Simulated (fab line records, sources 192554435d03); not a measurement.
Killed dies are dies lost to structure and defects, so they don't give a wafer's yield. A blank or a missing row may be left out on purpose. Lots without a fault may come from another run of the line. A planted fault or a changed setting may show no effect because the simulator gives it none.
Split-lot experiment | flow n5_finfet | 7 lots, 39 wafers read, on a route of 1938 steps

THE SPLIT
At N5_DUMMY_GATE_ETCH_32 (etches SiO2 in CF4, target depth 3.5 nm, time 3.9 s), the setting time_s was moved away from the recipe's 3.9 s on 12 of the 39 wafers read, by -56.2% to +40.5%. The other wafers ran this setting at the recipe's value.

The reading is taken at the split's own step.

THE READING
etch.depth_nm (the simulator's own value, which no gauge read), in nm, at N5_DUMMY_GATE_ETCH_32 (etches SiO2 in CF4, target depth 3.5 nm, time 3.9 s). The file gives no usual value for it. The 27 wafers here that ran the recipe average 3.462 nm, standard deviation 0.072 nm.

wafer  | tool, chamber at the split | time_s as run, s | against the recipe | etch.depth_nm, nm | against lot-mates on the recipe
L076.1 | rie_si-05, 1               | 3.9              | recipe             | 3.591             | -
L076.2 | rie_si-05, 3               | 3.9              | recipe             | 3.549             | -
L076.3 | rie_si-05, 2               | 3.9              | recipe             | 3.445             | -
L076.4 | rie_si-05, 0               | 3.9              | recipe             | 3.364             | -
L076.5 | rie_si-05, 1               | 3.9              | recipe             | 3.531             | -
L076.6 | rie_si-05, 0               | 3.9              | recipe             | 3.385             | -
L077.1 | rie_si-06, 3               | 3.9              | recipe             | 3.475             | -
L077.2 | rie_si-06, 1               | 3.9              | recipe             | 3.356             | -
L077.6 | rie_si-06, 3               | 3.9              | recipe             | 3.464             | -
L081.1 | rie_si-05, 3               | 1.71             | -56.2%             | 1.551             | -1.878
L081.2 | rie_si-05, 1               | 1.71             | -56.2%             | 1.553             | -1.876
L081.3 | rie_si-05, 2               | 1.71             | -56.2%             | 1.49              | -1.939
L081.4 | rie_si-05, 0               | 3.9              | recipe             | 3.354             | -
L081.5 | rie_si-05, 3               | 3.9              | recipe             | 3.538             | -
L081.6 | rie_si-05, 0               | 3.9              | recipe             | 3.395             | -
L084.1 | rie_si-05, 2               | 3.9              | recipe             | 3.451             | -
L084.2 | rie_si-05, 1               | 3.9              | recipe             | 3.538             | -
L084.3 | rie_si-05, 0               | 3.9              | recipe             | 3.363             | -
L084.4 | rie_si-05, 3               | 3.9              | recipe             | 3.517             | -
L084.5 | rie_si-05, 3               | 3.9              | recipe             | 3.549             | -
L084.6 | rie_si-05, 2               | 3.9              | recipe             | 3.429             | -
L088.1 | rie_si-03, 1               | 5.131            | +31.6%             | 4.588             | +1.110
L088.2 | rie_si-03, 2               | 3.9              | recipe             | 3.517             | -
L088.3 | rie_si-03, 3               | 5.131            | +31.6%             | 4.693             | +1.215
L088.4 | rie_si-03, 0               | 3.9              | recipe             | 3.467             | -
L088.5 | rie_si-03, 1               | 5.131            | +31.6%             | 4.656             | +1.178
L088.6 | rie_si-03, 0               | 3.9              | recipe             | 3.45              | -
L093.1 | rie_si-05, 3               | 2.161            | -44.6%             | 1.958             | -1.534
L093.2 | rie_si-05, 2               | 3.9              | recipe             | 3.465             | -
L093.3 | rie_si-05, 1               | 2.161            | -44.6%             | 1.975             | -1.517
L093.4 | rie_si-05, 0               | 2.161            | -44.6%             | 1.877             | -1.615
L093.5 | rie_si-05, 1               | 3.9              | recipe             | 3.571             | -
L093.6 | rie_si-05, 2               | 3.9              | recipe             | 3.44              | -
L095.1 | rie_si-05, 2               | 5.479            | +40.5%             | 4.759             | +1.332
L095.2 | rie_si-05, 3               | 3.9              | recipe             | 3.529             | -
L095.3 | rie_si-05, 1               | 5.479            | +40.5%             | 4.976             | +1.549
L095.4 | rie_si-05, 0               | 3.9              | recipe             | 3.387             | -
L095.5 | rie_si-05, 0               | 3.9              | recipe             | 3.364             | -
L095.6 | rie_si-05, 3               | 5.479            | +40.5%             | 4.92              | +1.493

THE FIT
A straight line over all 39 wafers: etch.depth_nm changes by +0.0349 nm for each +1% of time_s; r = +1.00; the points scatter about the line by 0.074 nm.
The same after taking each lot's own level away (the mean of its wafers on the recipe; 39 wafers): +0.035 nm for each +1%; r = +1.00; scatter 0.071 nm.
On that fit, the largest move of time_s shifts the reading by 2 nm.
The lots' own levels span 3.4267 to 3.4920 nm, that is 0.9 times the standard deviation above.
So the lot-to-lot level changes the slope little: the two slopes agree.
Check: with one of the wafers moved furthest among these (-56.2%) left out of the fit, the line predicts -1.96 nm for it against its lot-mates. It came out at -1.88 nm against them.

OTHER SPLITS ON THESE WAFERS
These wafers also went through other splits before the reading. Each is held against what the fit with the lots' levels taken away leaves over:
other split on the same wafers | wafers away from the commonest value | r with etch.depth_nm (lot level and that fit taken away)
N5_FIN_SAQP_ETCH_65 time_s     | 12                                   | +0.02

THE FILE'S OWN FIT
etch.depth_nm changes by +0.035 nm for each +1% of time_s, r = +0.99.
